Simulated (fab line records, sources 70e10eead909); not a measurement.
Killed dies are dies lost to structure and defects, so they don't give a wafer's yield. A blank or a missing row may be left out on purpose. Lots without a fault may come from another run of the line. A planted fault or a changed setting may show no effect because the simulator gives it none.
Problem report in the 8D (eight disciplines) form, filled by code | flow nand_harc | the parts of the form that need people (team, actions taken, sign-off) are left out

1. THE PROBLEM
run_length_s at NHARC_A_DECK1_JOINT_ETCHBACK_07 reads a mean of 39.3 s on 3 wafers of 3 lots; wafers without a fault read 48.2 s with a standard deviation of 0.47. That is -19 standard deviations from the usual mean.
The step: etches the open film in HBr, target depth 105 nm, time 26.9 s.
First seen on wafer L958.5, day 12 11:00, on rie_si-01. The record holds 34 wafers of 12 lots with a number at this step. Rule for "out", or "out of limits": more than 4 standard deviations from the usual mean. The other wafers with a number count as sound.

2. WHAT IT IS AND WHAT IT IS NOT
question                    | is                     | is not
which readings at this step | run_length_s           | drypump_motor_current_A, hbr_flow_sccm, oes_product_au, throttle_valve_pct
which lots                  | L958, L960, L961       | L954, L955, L968, L969, L973, L974, L975, L976, L977
which wafers of those lots  | L958.5, L960.5, L961.6 | L958.1, L958.3, L960.1, L961.3
read on which tools         | rie_si-01              | rie_si-05, rie_si-06
when                        | from day 12 11:00      | up to then (8 sound wafers); but 23 sound wafers of L960, L961, L968, L969, L973, L974, L975, L976, L977 came after

3. SUSPECTS, AND WHAT RULES EACH OUT
Counting: a tool at a process step up to the reading stays a suspect if it ran every lot that is out. Sound lots after the first of them don't rule it out here, since some wafers of a struck lot are sound.
- rie_si-01 at NHARC_A_DECK1_JOINT_ETCHBACK_07 (etches the open film in HBr, target depth 105 nm, time 26.9 s): kept. It ran every lot that is out, first L958 (day 12 11:00); its last sound lot up to then is L955 (day 11 07:34). Its own readings are out on those wafers: run_length_s.
Left after counting: rie_si-01 at NHARC_A_DECK1_JOINT_ETCHBACK_07.

4. THE CAUSE (what the simulator had put in)
Process parameter drift: rie_si-01, from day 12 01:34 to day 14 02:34, at NHARC_A_DECK1_JOINT_ETCHBACK_07. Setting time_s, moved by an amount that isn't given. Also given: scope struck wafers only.
Counting left only this tool.

5. THE CHAIN OF EFFECTS, in route order
Each row: a reading whose mean over the struck wafers that have a number lies more than 3 standard deviations from the usual. Only readings for which the record gives a usual standard deviation are gone through. hours: the time from each lot's start at the first step in this table that gives one to its start at this step, as a median over the lots. sigmas: the change in usual standard deviations.
hours | step                            | reading      | usual  | on struck wafers | change | sigmas
0     | NHARC_A_DECK1_JOINT_ETCHBACK_07 | run_length_s | 48.2 s | 39.3             | -8.9   | -19
The process steps in it:
- NHARC_A_DECK1_JOINT_ETCHBACK_07: etches the open film in HBr, target depth 105 nm, time 26.9 s.

6. WHAT WOULD HAVE CAUGHT IT SOONER
In this record the first reading out of limits was taken at day 12 11:00, 9 hours after the fault began at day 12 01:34.
